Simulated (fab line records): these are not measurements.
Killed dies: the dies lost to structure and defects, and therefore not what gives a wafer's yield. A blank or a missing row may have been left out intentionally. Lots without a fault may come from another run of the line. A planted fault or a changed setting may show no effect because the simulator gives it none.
fab line records    flow nand_harc
[record] lots = 12  wafers = 36  last_day = 33
route steps=1302 shown A_CHANNEL_HOLE_D2@589 A_CHANNEL_FILL_D2@615 END@1302
lots that met no fault: taken from a fault-free run of the same line
start_h: the number of hours between the record's first day and the start of the first shown wafer of the lot    wait_h: hours elapsed since this lot's preceding step    " unchanged from the row above    L1.1+2: a single row standing in for several wafers    - either no value or no given start    * or withheld: withheld    < > ~ a bound
route shown NAME@n: NAME is a module with steps in the file, n the number in the route of the first one    usual: mean/standard deviation taken from wafers without a fault    same: alike in all rows    chamber/n: place in a boat    sites: readings site by site    _std_site: their standard deviation    _edge_site: the outer-site mean with the inner-site mean subtracted    radius_mm: how far each site lies from the wafer's centre    mask NAME#n: copy n    behind: the last tool/chamber to shape the wafer    hold: why the lot was held/for how many hours/how that ended    device: which transistor (n, p or np) failed to switch    end of line: tests run on the same wafers once the route is complete    a step without rows: its recipe alone    killed: dies lost to structure and defects at the first sort, not the wafer's yield    map: the dies of a wafer, with x for killed, . for not killed, _ for no die there
set.NAME: the setting as run; set.NAME@STEP: as run at that earlier step    model.NAME: the simulator's own value behind a step, which no gauge read
one table for each step of the route and one row for each wafer, over a sample of lots
services: when a tool's chamber went out of use (start_h, in hours from the record's first day, below 0 if earlier), for how many hours, and the reason
[[steps]]
[step NHARC_A_CHANNEL_HOLE_D2_ETCH_16]
[recipe] target_depth_a = 31000  over_etch_frac = 0.3  time_s = 806  ion_energy_ev = 150  o2_flow_sccm = 400  cos_flow_sccm = 20  ar_flow_sccm = 0  rf_w = 500  bias_w = 300  chemistry = O2/COS
[usual] drypump_motor_current_A = 5.7/0.46  oes_product_au = 0.997/0.011  rf_vpp_V = 315.0/1.7  showerhead_plenum_p_Torr = 3.18/0.11  throttle_valve_pct = 28.331/0.0088
lot.wafer  tool         chamber  start_h  wait_h  drypump_motor_current_A  oes_product_au  rf_hours_counter_h  rf_vpp_V  showerhead_plenum_p_Torr  throttle_valve_pct
L264.3     rie_diel-05  0        -        -       5.3                      1.018           2.4                 312.5     2.95                      28.334
L264.2     "            1        "        "       6.3                      0.967           2.5                 314.0     3.15                      28.334
L264.6     "            3        "        "       6.3                      0.988           -                   315.3     3.07                      28.341
L265.2     rie_diel-09  0        -        -       5.7                      0.997           7.9                 317.8     3.35                      28.336
L265.6     "            3        "        "       6.3                      0.994           -                   314.7     3.24                      28.335
L265.5     "            0        "        "       5.7                      0.995           -                   317.2     3.35                      28.326
L277.3     rie_diel-06  1        -        -       5.1                      0.995           6.2                 314.6     3.13                      28.321
L277.4     "            2        "        "       5.7                      0.983           6.6                 316.2     3.26                      28.332
L277.5     "            0        "        "       5.7                      0.998           -                   315.1     3.21                      28.342
L279.4     rie_diel-05  2        -        -       5.7                      0.973           -                   315.9     3.22                      28.317
L279.5     "            3        "        "       6.3                      0.998           -                   312.2     3.07                      28.326
L279.6     "            1        "        "       6.3                      0.985           -                   314.1     3.14                      28.321
L278.3     rie_diel-09  0        -        -       5.7                      1.000           5.9                 317.7     3.35                      28.340
L278.1     "            1        "        "       5.4                      0.983           5.1                 317.5     3.30                      28.321
L278.4     "            1        "        "       5.4                      0.991           -                   316.7     3.30                      28.314
L281.4     rie_diel-09  0        -        -       5.7                      0.992           7.7                 316.7     3.35                      28.322
L281.1     "            2        "        "       5.2                      0.983           7.7                 314.5     3.12                      28.336
L281.5     "            1        "        "       5.4                      0.992           -                   316.1     3.30                      28.342
L282.4     rie_diel-06  3        -        -       6.6                      1.000           8.0                 312.0     3.06                      28.337
L282.3     "            0        "        "       5.7                      1.022           7.5                 316.5     3.21                      28.323
L282.6     "            1        "        "       5.1                      0.994           -                   313.9     3.12                      28.323
L283.4     rie_diel-06  2        -        -       5.7                      0.979           8.6                 315.6     3.26                      28.342
L283.2     "            3        "        "       6.6                      0.984           8.4                 312.7     3.06                      28.332
L283.5     "            1        "        "       5.1                      0.986           -                   312.2     3.12                      28.318
L285.4     rie_diel-05  3        -        -       6.3                      1.010           4.8                 313.3     3.06                      28.333
L285.3     "            0        "        "       5.3                      1.006           3.1                 312.9     2.94                      28.329
L285.2     "            1        "        "       6.3                      0.985           4.0                 314.1     3.14                      28.346
L284.4     rie_diel-06  2        -        -       5.7                      1.011           0.4                 316.7     3.26                      28.351
L284.5     "            0        "        "       5.7                      1.004           -                   315.6     3.21                      28.328
L284.6     "            1        "        "       5.1                      0.980           -                   314.0     3.12                      28.335
L286.4     rie_diel-06  2        -        -       5.7                      1.017           1.2                 315.8     3.26                      28.323
L286.6     "            2        "        "       5.7                      1.010           -                   316.2     3.26                      28.336
L286.5     "            3        "        "       6.6                      1.009           -                   313.9     3.06                      28.324
L287.3     rie_diel-05  1        -        -       6.3                      0.987           6.2                 314.0     3.14                      28.330
L287.4     "            2        "        "       5.7                      1.003           -                   316.1     3.22                      28.324
L287.5     "            0        "        "       5.3                      1.006           -                   312.6     2.94                      28.337
[step NHARC_A_CHANNEL_HOLE_D2_ETCH_26]
[recipe] bias_v = 300  source_w = 2000  pressure_mtorr = 30  time_s = 224.1  ar_flow_sccm = 375  c4f8_flow_sccm = 11.4  o2_flow_sccm = 113.6  temp_c = -20  target_depth_a = 3000  chemistry = C4F8/O2/Ar
[usual] drypump_motor_current_A = 5.8/0.52  showerhead_plenum_p_Torr = 3.73/0.16  throttle_valve_pct = 24.582/0.0097
lot.wafer  tool         chamber  start_h  wait_h  drypump_motor_current_A  rf_hours_counter_h  showerhead_plenum_p_Torr  throttle_valve_pct
L264.2     har_etch-02  0        296.59   1.3     5.2                      -                   3.41                      24.584
L264.3     "            0        "        "       5.1                      -                   3.41                      24.580
L264.6     "            0        "        "       5.1                      -                   3.41                      24.570
L265.2     har_etch-01  0        307.40   0.6     5.7                      163                 3.67                      24.589
L265.6     "            1        "        "       6.1                      -                   3.63                      24.576
L265.5     "            0        "        "       5.7                      -                   3.67                      24.604
L277.3     har_etch-01  1        448.20   0.5     6.1                      -                   3.58                      24.562
L277.4     "            0        "        "       5.7                      -                   3.62                      24.594
L277.5     "            0        "        "       5.7                      -                   3.62                      24.601
L279.4     har_etch-02  0        450.09   0.4     5.1                      -                   3.95                      24.573
L279.5     "            1        "        "       6.4                      -                   3.74                      24.574
L279.6     "            0        "        "       5.1                      -                   3.95                      24.602
L278.1     har_etch-01  0        452.36   0.6     5.7                      251                 3.62                      24.591
L278.4     "            1        "        "       6.1                      -                   3.58                      24.588
L278.3     "            0        "        "       5.7                      -                   3.62                      24.579
L281.1     har_etch-02  1        470.86   0.6     6.4                      46                  3.73                      24.578
L281.4     "            1        "        "       6.4                      -                   3.73                      24.565
L281.5     "            0        "        "       5.1                      -                   3.94                      24.571
L282.3     har_etch-02  1        481.37   0.5     6.4                      -                   3.73                      24.570
L282.4     "            0        "        "       5.1                      -                   3.94                      24.582
L282.6     "            0        "        "       5.1                      -                   3.94                      24.590
L283.2     har_etch-02  0        485.48   0.6     5.1                      54                  3.94                      24.589
L283.4     "            1        "        "       6.4                      -                   3.73                      24.581
L283.5     "            0        "        "       5.1                      -                   3.94                      24.567
L285.2     har_etch-02  0        503.81   0.6     5.1                      65                  3.93                      24.586
L285.4     "            1        "        "       6.4                      -                   3.72                      24.594
L285.3     "            0        "        "       5.1                      -                   3.93                      24.578
L284.4     har_etch-01  1        505.95   0.4     6.2                      -                   3.57                      24.571
L284.6     "            0        "        "       5.7                      -                   3.60                      24.589
L284.5     "            1        "        "       6.1                      -                   3.57                      24.571
L286.4     har_etch-02  0        518.90   0.4     5.1                      -                   3.92                      24.571
L286.5     "            1        "        "       6.4                      -                   3.71                      24.585
L286.6     "            0        "        "       5.1                      -                   3.92                      24.581
L287.3     har_etch-01  0        535.73   0.5     5.7                      -                   3.59                      24.577
L287.4     "            1        "        "       6.1                      -                   3.56                      24.588
L287.5     "            1        "        "       6.1                      -                   3.56                      24.569
[step NHARC_A_CHANNEL_HOLE_D2_STRIP_28]
[recipe] o2_flow_sccm = 500  ar_flow_sccm = 0  bias_w = 0  chemistry = O2
[usual] drypump_motor_current_A = 5.8/0.48  oes_product_au = 0.995/0.01  rf_vpp_V = 57.8/0.83  showerhead_plenum_p_Torr = 3.57/0.12  throttle_valve_pct = 17.037/0.0088
lot.wafer  tool         chamber  start_h  wait_h  drypump_motor_current_A  oes_product_au  rf_hours_counter_h  rf_vpp_V  showerhead_plenum_p_Torr  throttle_valve_pct
L264.3     rie_diel-06  3        -        -       6.6                      1.003           8.3                 57.9      3.47                      17.038
L264.2     "            2        "        "       5.7                      0.998           9.3                 56.6      3.69                      17.028
L264.6     "            2        "        "       5.7                      0.997           -                   57.9      3.69                      17.024
L265.2     rie_diel-05  1        -        -       6.3                      0.981           4.0                 58.6      3.56                      17.030
L265.6     "            0        "        "       5.2                      1.020           -                   56.8      3.33                      17.032
L265.5     "            1        "        "       6.3                      0.976           -                   57.3      3.56                      17.050
L277.3     rie_diel-06  3        -        -       6.5                      0.992           6.7                 58.1      3.46                      17.048
L277.4     "            2        "        "       5.7                      0.987           7.2                 56.5      3.68                      17.022
L277.5     "            0        "        "       5.7                      1.002           -                   57.0      3.62                      17.035
L279.4     rie_diel-09  0        -        -       5.7                      1.009           6.5                 58.2      3.78                      17.031
L279.5     "            2        "        "       5.1                      0.997           -                   58.1      3.53                      17.041
L279.6     "            3        "        "       6.2                      0.991           -                   56.6      3.65                      17.042
L278.1     rie_diel-06  3        -        -       6.6                      0.999           6.9                 55.8      3.46                      17.042
L278.4     "            0        "        "       5.7                      1.004           6.4                 59.0      3.62                      17.028
L278.3     "            1        "        "       5.1                      0.998           7.0                 57.6      3.53                      17.027
L281.1     rie_diel-09  3        -        -       6.2                      0.996           7.8                 57.4      3.65                      17.031
L281.4     "            0        "        "       5.7                      1.002           8.1                 59.8      3.78                      17.039
L281.5     "            2        "        "       5.2                      0.998           -                   57.6      3.53                      17.038
L282.3     rie_diel-09  3        -        -       6.2                      1.001           9.0                 58.1      3.65                      17.034
L282.4     "            0        "        "       5.7                      0.989           8.8                 57.9      3.78                      17.051
L282.6     "            3        "        "       6.3                      0.991           -                   56.4      3.65                      17.043
L283.4     rie_diel-05  1        -        -       6.3                      0.982           3.4                 58.1      3.55                      17.039
L283.2     "            3        "        "       6.3                      1.006           4.2                 57.5      3.46                      17.036
L283.5     "            1        "        "       6.3                      0.987           -                   57.1      3.55                      17.042
L285.4     rie_diel-05  3        -        -       6.3                      0.998           5.2                 58.1      3.46                      17.041
L285.3     "            0        "        "       5.3                      1.004           3.6                 57.2      3.33                      17.050
L285.2     "            2        "        "       5.7                      0.989           4.9                 58.2      3.64                      17.054
L284.4     rie_diel-09  0        -        -       5.7                      0.988           0.0                 57.2      3.78                      17.031
L284.5     "            0        "        "       5.7                      0.994           -                   57.4      3.78                      17.025
L284.6     "            1        "        "       5.4                      1.011           -                   59.1      3.73                      17.029
L286.5     rie_diel-05  0        -        -       5.3                      1.002           -                   57.3      3.33                      17.044
L286.4     "            1        "        "       6.3                      0.980           -                   58.5      3.55                      17.038
L286.6     "            2        "        "       5.7                      0.999           -                   58.5      3.64                      17.042
L287.3     rie_diel-09  0        -        -       5.7                      0.997           0.8                 57.7      3.78                      17.039
L287.5     "            1        "        "       5.4                      1.002           -                   56.5      3.73                      17.039
L287.4     "            3        "        "       6.2                      1.000           -                   60.0      3.65                      17.048
[step NHARC_A_CHANNEL_FILL_D2_ALD_15]
[recipe] target_thk_a = 20  pulse_time_s = 60  ald_cycles = 19  temp_c = 630  pressure_torr = 2  material = SiNx
[usual] precursor_pulse_height_rel = 1.000/0.02  susceptor_temp_C = 630.13/0.26
[same] ald_cycles = 19
lot.wafer  tool              chamber  start_h  wait_h  precursor_pulse_height_rel  susceptor_temp_C
L264.2     ald_sin_batch-01  0        309.28   -       1.000                       630.27
L264.3     "                 0        "        "       1.017                       630.11
L264.6     "                 0        "        "       0.994                       629.69
L265.2     ald_sin_batch-02  0        319.65   -       0.982                       605.02
L265.5     "                 0        "        "       1.019                       604.47
L265.6     "                 0        "        "       0.992                       604.61
L277.3     ald_sin_batch-03  0        460.32   -       1.015                       629.94
L277.4     "                 0        "        "       0.971                       630.19
L277.5     "                 0        "        "       1.009                       629.98
L279.4     ald_sin_batch-03  0        460.32   -       1.010                       630.22
L279.5     "                 0        "        "       1.010                       629.89
L279.6     "                 0        "        "       0.973                       629.42
L278.1     ald_sin_batch-01  0        464.84   3.2     0.996                       -
L278.3     "                 0        "        "       0.993                       -
L278.4     "                 0        "        "       0.985                       -
L281.1     ald_sin_batch-03  0        483.26   3.2     0.999                       630.18
L281.4     "                 0        "        "       0.978                       630.42
L281.5     "                 0        "        "       1.006                       629.82
L282.3     ald_sin_batch-03  0        494.65   -       1.020                       629.83
L282.4     "                 0        "        "       0.969                       630.11
L282.6     "                 0        "        "       0.984                       629.81
L283.2     ald_sin_batch-02  0        499.96   -       1.012                       630.27
L283.4     "                 0        "        "       0.971                       630.09
L283.5     "                 0        "        "       0.998                       630.29
L284.4     ald_sin_batch-03  0        516.88   -       0.994                       -
L284.5     "                 0        "        "       1.007                       -
L284.6     "                 0        "        "       1.052                       -
L285.2     ald_sin_batch-03  0        516.88   -       0.950                       -
L285.3     "                 0        "        "       0.988                       -
L285.4     "                 0        "        "       1.001                       -
L286.4     ald_sin_batch-03  0        531.28   -       1.015                       -
L286.5     "                 0        "        "       0.982                       -
L286.6     "                 0        "        "       0.992                       -
L287.3     ald_sin_batch-03  0        548.14   -       1.016                       -
L287.4     "                 0        "        "       1.016                       -
L287.5     "                 0        "        "       0.972                       -
[step NHARC_END_SORT_01]
[recipe] temp_c = 25
[usual] killed_at_array = 59/21  killed_at_other = 0.8/1.1  killed_at_periphery = 4.1/2.8  killed_dies = 64/20  killed_open = 3.1/1.7  killed_short = 2.4/1.6
[same] gross_dies = 677
lot.wafer  tool       chamber  start_h  wait_h  killed_at_array  killed_at_other  killed_at_periphery  killed_dies  killed_open  killed_short
L282.3     prober-01  0        745.11   3.1     25               2                7                    34           4            3
L282.4     prober-01  0        745.93   3.4     30               0                5                    35           3            3
L282.6     prober-01  0        747.56   4.1     37               2                8                    47           6            4
// killed by level:class
L282.3 A_CHANNEL_HOLE_D1:chamber_film_flake=15 A_CONTACT:chamber_film_flake=4 A_SLIT:chamber_film_flake=3 P_M1:geometric_particle:open=2 P_M0:chamber_film_flake=2 P_BONDPAD:chamber_film_flake=2 P_CONTACT:geometric_particle:short=1 A_CHANNEL_HOLE_D1:geometric_particle:open=1
L282.4 A_CHANNEL_HOLE_D1:chamber_film_flake=11 A_CONTACT:chamber_film_flake=7 A_SLIT:chamber_film_flake=4 P_M0:chamber_film_flake=2 A_STAIRCASE:chamber_film_flake=2 P_CONTACT:geometric_particle:short=1 A_ONON_D1:geometric_particle:open=1 A_ONON_D2:geometric_particle:open=1
L282.6 A_CHANNEL_HOLE_D1:chamber_film_flake=11 A_SLIT:chamber_film_flake=8 A_CONTACT:chamber_film_flake=5 P_M0:chamber_film_flake=4 A_STAIRCASE:chamber_film_flake=3 A_WL_FILL:chamber_film_flake=3 P_M0:geometric_particle:open=2 A_ONON_D2:geometric_particle:short=2
[[services]]
tool              chamber  start_h  hours  kind
ald_sin_batch-02  -        268.48   26.0   pm
rie_diel-09       0        283.24   9.7    repair
ald_sin_batch-03  -        284.03   1.7    repair
rie_diel-06       0        286.71   3.3    repair
rie_diel-06       1        291.09   17.1   repair
rie_diel-06       -        307.42   9.0    pm
rie_diel-09       -        320.10   9.0    pm
ald_sin_batch-01  -        323.61   10.6   repair
rie_diel-06       0        379.39   4.1    repair
har_etch-02       -        380.63   17.0   pm
rie_diel-09       2        391.55   5.6    repair
rie_diel-05       -        406.60   9.0    pm
rie_diel-09       1        414.16   1.9    repair
rie_diel-09       1        418.83   4.9    repair
rie_diel-05       2        430.25   1.6    repair
rie_diel-09       2        432.64   15.0   repair
rie_diel-05       0        440.43   9.0    repair
rie_diel-05       2        457.02   8.6    repair
rie_diel-06       -        484.42   9.0    pm
rie_diel-09       -        497.11   9.0    pm
rie_diel-05       3        519.12   15.0   repair
rie_diel-09       2        533.51   3.5    repair
rie_diel-05       1        536.55   6.2    repair
rie_diel-05       0        542.34   9.6    repair
[[key]]
[first_sign] step = NHARC_A_CHANNEL_FILL_D2_ALD_15  reading = susceptor_temp_C  direction = down  sigmas = 97  usual = *  struck = *
effect none on later readings
met_at NHARC_A_CHANNEL_FILL_D2_ALD_15
struck_lots L265
tester_left_out L265
not_acting_at NHARC_A_CHANNEL_HOLE_D2_ETCH_16,NHARC_A_CHANNEL_HOLE_D2_ETCH_26,NHARC_A_CHANNEL_HOLE_D2_STRIP_28
[fault] kind = process_parameter_drift  tool = ald_sin_batch-02  chamber = -  onset_h = 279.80  steps = NHARC_A_CHANNEL_FILL_D1_ALD_03,NHARC_A_CHANNEL_FILL_D1_ALD_15,NHARC_A_CHANNEL_FILL_D2_ALD_03,NHARC_A_CHANNEL_FILL_D2_ALD_15  channel = temp_c  offset = *  shape = step  end_h = 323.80  stated = *
// tester_left_out: of these lots the tester's yield and bins aren't shown, on N5 and GAA mostly nor the transistor test; their killed dies are dies lost to structure and defects alone, not to doping, threshold or leakage, so they don't give the yield
